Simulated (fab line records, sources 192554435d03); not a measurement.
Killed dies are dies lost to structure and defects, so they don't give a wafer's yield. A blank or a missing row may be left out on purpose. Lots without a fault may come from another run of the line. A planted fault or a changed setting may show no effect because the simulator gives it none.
A struck lot beside a sound one | flow n5_finfet | 39 steps out of a route of 1938
Sound: wafers L944.4, L944.5, L944.6. Struck: wafers L950.3, L950.4, L950.6. The cause comes at the end.
At each step with rows: each side's tool, then ch and its chambers, then its first start. Under that, the readings that differ: sound wafers | struck wafers | difference of the means | sigmas: that difference in standard deviations of wafers without a fault.
alike: readings whose means differ by less than 2 such deviations, and words and numbers that are the same on both sides. not compared: withheld readings, readings that some wafer has no value for, bounds like >300 that may hide the same value, and numbers for which the record gives no deviation and whose values overlap.
The two part at a step that has a row with sigmas, a row that says differs or no value, or rows on one side only. Numbers that don't overlap but have no deviation are shown without sigmas and don't part them. A reading that every wafer of one side lacks parts them only if that side has two wafers or more.

first, 9 steps without rows for these wafers: N5_SD_EPI_N_DESCUM_14 (chemistry O2, time 7.9 s); N5_SD_EPI_N_ETCH_34 (etches SiARC in CF4, target depth 45.5 nm, time 75.8 s); N5_SD_EPI_N_ETCH_35 (etches SOC in N2/H2, overetch 108 nm, time 486 s); N5_SD_EPI_N_STRIP_36 (strips in N2/H2); N5_SD_EPI_N_ETCHBACK_44 (etches SiNx in CH3F/O2, stops on SiO2, target depth 14.5 nm); N5_SD_EPI_N_ETCH_45 (etches SiOCN in CH3F/O2, target depth 6 nm); N5_SD_EPI_N_ETCH_16 (etches SiO2 in CHF3/O2, target depth 5 nm); N5_SD_EPI_N_STRIP_47 (strips in CHF3/O2); N5_SD_EPI_N_SD_RECESS_17 (chemistry HBr/Cl2/O2, target depth 41 nm, time 23.7 s, bt time 3 s).
N5_SD_EPI_N_STRIP_38: strips in N2/H2.
  sound on plasma_asher-02 ch 0,1, day 6 03:09; struck on plasma_asher-02 ch 0,1, day 7 15:34
  alike: drypump_motor_current_A, heater_power_w, oes_product_au
  not compared: rf_hours_counter_h
then, 10 steps without rows for these wafers: N5_SD_EPI_N_WET_ETCH_43 (etches SiO2 in dHF, time 14 s, target depth 1.5 nm); N5_SD_EPI_N_STRIP_18 (strips in SPM, time 750 s); N5_SD_EPI_N_SRD_20 (time 30 s); N5_SD_EPI_N_PRECLEAN_48 (cleans in NF3:NH3, afs cycles 2, time 20 s, sublimation time 60 s); N5_SD_EPI_N_VAPOR_ETCH_50 (etches Si in HCl, time 54 s); N5_SD_EPI_N_EPI_21 (deposits Si:P, time 690 s); N5_SD_EPI_N_PRECLEAN_24 (cleans in O3/DIW, time 60 s); N5_SD_EPI_N_SRD_25 (time 30 s); N5_SD_EPI_N_PRECLEAN_49 (cleans in NF3:NH3, afs cycles 1, time 20 s, sublimation time 60 s); N5_SD_EPI_N_LINER_46 (material SiNx, target thk 3 nm).
N5_SD_EPI_N_INSPECT_26: inspects for defects (darkfield).
  sound on defect_inspect-01, day 6 06:30; struck on defect_inspect-01, day 7 18:57
  reading          | sound       | struck        | difference | sigmas
  raw_defect_count | 200 139 242 | 959 1099 1014 | +830       | +20
then, 8 steps without rows for these wafers: N5_SD_EPI_P_COAT_34 (time 60 s, resist thk 350 nm); N5_SD_EPI_P_COAT_35 (time 60 s, resist thk 35 nm); N5_SD_EPI_P_COAT_03 (resist thk 150 nm); N5_SD_EPI_P_EBR_05; N5_SD_EPI_P_SOFTBAKE_04 (time 60 s); N5_SD_EPI_P_EXPOSE_06 (exposes mask SD P BLK, target cd 240 nm); N5_SD_EPI_P_PEB_07 (peb time 60 s); N5_SD_EPI_P_DEVELOP_08 (develop time 30 s).
N5_SD_EPI_P_INSPECT_11: inspects for defects (macro).
  sound on defect_inspect-01, day 6 06:50; struck on defect_inspect-01, day 7 19:17
  reading          | sound | struck         | difference | sigmas
  raw_defect_count | 3 3 1 | >300 >300 >300 | differs    |
then, 6 steps without rows for these wafers: N5_SD_EPI_P_DESCUM_14 (chemistry O2, time 7.9 s); N5_SD_EPI_P_ETCH_36 (etches SiARC in CF4, target depth 45.5 nm, time 75.8 s); N5_SD_EPI_P_ETCH_37 (etches SOC in N2/H2, overetch 108 nm, time 486 s); N5_SD_EPI_P_STRIP_38 (strips in N2/H2); N5_SD_EPI_P_ETCHBACK_46 (etches SiNx in CH3F/O2, stops on SiO2, target depth 17.5 nm); N5_SD_EPI_P_ETCH_47 (etches SiOCN in CH3F/O2, target depth 25 nm).
N5_SD_EPI_P_INSPECT_26: inspects for defects (darkfield).
  sound on defect_inspect-01, day 6 10:37; struck on defect_inspect-01, day 8 03:49
  reading          | sound       | struck        | difference | sigmas
  raw_defect_count | 169 147 173 | 961 1040 1014 | +842       | +20
-- the record jumps here: 6 days lie between the struck wafers' starts before and after (it left off in module SD_EPI_P and takes up again in module BEOL_M4, whose first step shown is number 1111 of the route) --
N5_BEOL_M4_RC_MEAS_101:
  sound on prober-01 ch 0, day 11 05:40; struck on prober-01 ch 0, day 14 00:52
  alike: DIBL_N, DIBL_P, IOFF_N, IOFF_P, ION_N, ION_P, SS_N, SS_P, VT_N, VT_P
-- the record jumps here: 5 days lie between the struck wafers' starts before and after (it left off in module BEOL_M4 and takes up again in module PASSIVATION, whose first step shown is number 1936 of the route) --
N5_PASSIVATION_PROBE_49:
  sound on prober-01, day 17 06:27; struck on prober-02, day 19 01:34
  reading                  | sound          | struck         | difference | sigmas
  defect_limited_yield (%) | 92.6 92.6 90.8 | 81.8 81.5 83.9 | -9.6       | -6
  killed_at_front_end      | 40 31 34       | 127 152 123    | +99        | +10
  killed_dies              | 87 87 108      | 215 218 190    | +114       | +6
  killed_on_rim            | 6 6 20         | 36 23 37       | +21        | +5
  sort_bin_5_function (%)  | 4.4 4.5 5.3    | 11.2 11.0 8.9  | +5.6       | +6
  sort_bin_6_memory (%)    | 2.9 2.7 3.6    | 4.9 4.2 4.2    | +1.4       | +2
  sort_n_pass              | 1093 1093 1072 | 965 962 990    | -114       | -6
  sort_yield_pct (%)       | 92.6 92.6 90.8 | 81.8 81.5 83.9 | -9.6       | -6
  alike: killed_at_M0_to_M3, killed_at_M4_up, killed_at_contacts, killed_at_other, killed_open, killed_short

WHERE THEY PART
First at N5_SD_EPI_N_INSPECT_26; last, within this record, at N5_PASSIVATION_PROBE_49.

WHY: what the simulator had put in
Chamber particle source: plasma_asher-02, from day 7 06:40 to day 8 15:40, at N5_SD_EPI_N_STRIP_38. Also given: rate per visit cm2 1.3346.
